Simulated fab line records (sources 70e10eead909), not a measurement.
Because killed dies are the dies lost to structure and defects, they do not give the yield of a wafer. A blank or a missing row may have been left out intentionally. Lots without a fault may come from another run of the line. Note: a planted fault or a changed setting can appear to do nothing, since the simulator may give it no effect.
Matching of chambers	flow nand harc	NHARC_HYBRID_BOND_ACTIVATE_00 on rie diel-03: 4 sister chambers
The step chemistry N2, time 60 s. 14 wafers are shown with their chamber, then 7 later ones without.

== WAFERS, EACH WITH ITS CHAMBER ==
wafer	chamber	drypump motor current A (A)	oes product au (a.u.)	rf vpp V (V)
L893.1	2	6.3	0.987	63.1
L893.2	3	5.7	1.012	65.3
L893.4	0	5.5	0.989	63.2
L895.3	1	6.1	0.994	61.9
L895.4	0	5.4	0.968	63.8
L895.5	1	6.1	0.983	64.9
L897.3	0	5.4	0.973	64.4
L897.5	0	5.4	0.986	63.5
L897.6	3	5.7	1.002	64.3
L899.4	0	5.4	0.991	64.2
L899.5	1	6.1	1.003	65.3
L899.6	2	6.3	0.983	63.7
L905.1	0	5.5	0.999	64.5
L905.2	3	5.7	1.002	65.4

SIGNATURES, as means of the wafers listed above
reading	chamber 0	chamber 1	chamber 2	chamber 3	scatter within a chamber
drypump motor current A	5.433	6.100	6.300	5.700	0.0365
oes product au	0.98433	0.99333	0.98500	1.00533	0.00977
rf vpp V	63.933	64.033	63.400	65.000	0.958
Rule: a wafer lies at a distance from a chamber equal to the root of the sum of squares, over the readings, of (its reading less the chamber's mean, divided by the reading's scatter). The wafer belongs to the nearest chamber; if the next one is less than 2 further off, it can't be placed. How the scatter is found: for the shown wafers, subtract from each reading the mean of its chamber, square and add these, divide the total by (wafers less chambers), then take the root.

== WAFERS WITHOUT THEIR CHAMBER ==
wafer	drypump motor current A (A)	oes product au (a.u.)	rf vpp V (V)
L905.6	6.3	1.003	62.1
L906.1	6.1	0.975	64.6
L906.2	5.4	0.999	65.2
L906.4	6.3	0.994	63.4
L914.1	5.5	0.991	64.9
L914.2	5.7	1.007	65.7
L914.6	6.1	0.993	62.4

== EACH ONE'S CHAMBER ==
wafer	from the rows above	in truth
L905.6	2	2
L906.1	1	1
L906.2	0	0
L906.4	2	2
L914.1	0	0
L914.2	3	3
L914.6	1	1
Correctly placed: 7 of 7. Not placeable from these rows: 0. Wrongly placed: 0.
